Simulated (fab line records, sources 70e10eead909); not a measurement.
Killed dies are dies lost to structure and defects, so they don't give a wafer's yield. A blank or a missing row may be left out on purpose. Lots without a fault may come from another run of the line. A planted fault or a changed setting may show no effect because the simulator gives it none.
Chamber matching | flow nand_harc | NHARC_A_WL_FILL_CMP_12 on cmp-04: 4 sister chambers
The step polishes, t overpolish 30 s, target thk 75 nm. 4 wafers are shown with their chamber, then 8 later ones without.

WAFERS WITH THEIR CHAMBER
wafer  | chamber | motor_current_A (A)
L085.5 | 3       | 12.3
L091.2 | 0       | 11.8
L091.3 | 1       | 11.0
L090.1 | 2       | 11.5

WAFERS WITHOUT THEIR CHAMBER
wafer  | motor_current_A (A)
L090.3 | 13.3
L090.4 | 11.3
L092.1 | 11.9
L092.4 | 11.4
L092.5 | 12.1
L095.1 | 11.6
L095.2 | 11.6
L095.3 | 11.3

WHICH CHAMBER EACH WENT THROUGH
wafer  | from the rows above               | in truth
L090.3 | can't be placed: 3 or 0           | 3
L090.4 | can't be placed: 2 or 1 or 0      | 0
L092.1 | can't be placed: 0 or 2 or 3      | 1
L092.4 | can't be placed: 2 or 0 or 1      | 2
L092.5 | can't be placed: 3 or 0 or 2      | 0
L095.1 | can't be placed: 2 or 0 or 1 or 3 | 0
L095.2 | can't be placed: 2 or 0 or 1 or 3 | 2
L095.3 | can't be placed: 2 or 1 or 0      | 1
Placed correctly: 0 of 8. Can't be placed from these rows: 8 (the true chamber is among the candidates in 7). Placed wrongly: 0.
How it was worked out, from the rows above alone: a wafer's distance from a chamber is the root of the sum, over the readings, of the square of ((its reading less the chamber's mean) divided by the reading's scatter). The wafer belongs to the nearest chamber; if the next one is less than 2 further off, it can't be placed. A chamber's mean is the mean of its shown wafers. The scatter: with one shown wafer a chamber, the root of the mean of the squares of how far each hidden wafer lies from its nearest shown one.
